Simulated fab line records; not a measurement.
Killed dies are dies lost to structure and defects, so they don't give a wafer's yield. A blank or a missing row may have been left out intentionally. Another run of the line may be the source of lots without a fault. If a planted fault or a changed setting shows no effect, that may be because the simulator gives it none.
Matching of chambers | flow n5 finfet | 4 sister chambers for N5_BEOL_M8_ETCH_61 on rie diel-03
The step etches SiARC in CF4, target depth 45.5 nm, time 75.8 s. 14 wafers are shown with their chamber, then 7 later ones without.

WAFERS WITH THEIR CHAMBER
wafer  | chamber | etch rf on time s (s) | throttle valve pct (%) | oes product au (a.u.)
L076.3 | 1       | 77.3                  | 15.92                  | 0.71
L076.4 | 0       | 74.9                  | 15.94                  | 0.60
L076.6 | 3       | 76.0                  | 15.29                  | 0.70
L079.1 | 2       | 80.1                  | 15.65                  | 0.59
L079.2 | 1       | 78.2                  | 15.95                  | 0.69
L079.6 | 2       | 80.4                  | 15.66                  | 0.58
L084.1 | 2       | 80.5                  | 15.69                  | 0.58
L084.2 | 1       | 77.7                  | 15.96                  | 0.68
L084.4 | 1       | 77.9                  | 15.94                  | 0.69
L094.3 | 3       | 76.3                  | 15.38                  | 0.68
L094.4 | 3       | 76.1                  | 15.36                  | 0.67
L094.5 | 1       | 78.5                  | 16.00                  | 0.66
L090.1 | 1       | 78.1                  | 16.02                  | 0.66
L090.3 | 0       | 73.0                  | 15.50                  | 0.81

SIGNATURES (means of the wafers above)
reading            | chamber 0 | chamber 1 | chamber 2 | chamber 3 | scatter within a chamber
etch rf on time s  | 73.950    | 77.950    | 80.333    | 76.133    | 0.53
throttle valve pct | 15.7200   | 15.9650   | 15.6667   | 15.3433   | 0.105
oes product au     | 0.7050    | 0.6817    | 0.5833    | 0.6833    | 0.0495
Rule: a wafer's distance from a chamber is the root of the sum, over the readings, of the square of ((its reading less the chamber's mean) divided by the reading's scatter). The wafer belongs to the nearest chamber; if the next one is less than 2 further off, it can't be placed. The scatter is the square root of a quotient: the sum, over the shown wafers, of each reading's squared deviation from its chamber's mean, divided by wafers minus chambers.

WAFERS WITHOUT THEIR CHAMBER
wafer  | etch rf on time s (s) | throttle valve pct (%) | oes product au (a.u.)
L090.6 | 74.0                  | 15.51                  | 0.80
L089.3 | 79.4                  | 16.00                  | 0.65
L089.5 | 74.1                  | 15.50                  | 0.80
L089.6 | 75.9                  | 15.37                  | 0.67
L091.1 | 76.5                  | 15.39                  | 0.67
L091.2 | 79.2                  | 15.25                  | 0.80
L091.3 | 79.5                  | 16.03                  | 0.65

THE CHAMBER EACH PASSED THROUGH
wafer  | from the rows above          | in truth
L090.6 | 0                            | 0
L089.3 | can't be placed: 1 or 2      | 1
L089.5 | can't be placed: 0 or 3      | 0
L089.6 | 3                            | 3
L091.1 | 3                            | 3
L091.2 | can't be placed: 2 or 3 or 1 | 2
L091.3 | can't be placed: 1 or 2      | 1
Correct placement for 3 of the 7. Not placeable from these rows: 4 (in 4, the candidates include the true chamber). Number placed wrongly: 0.
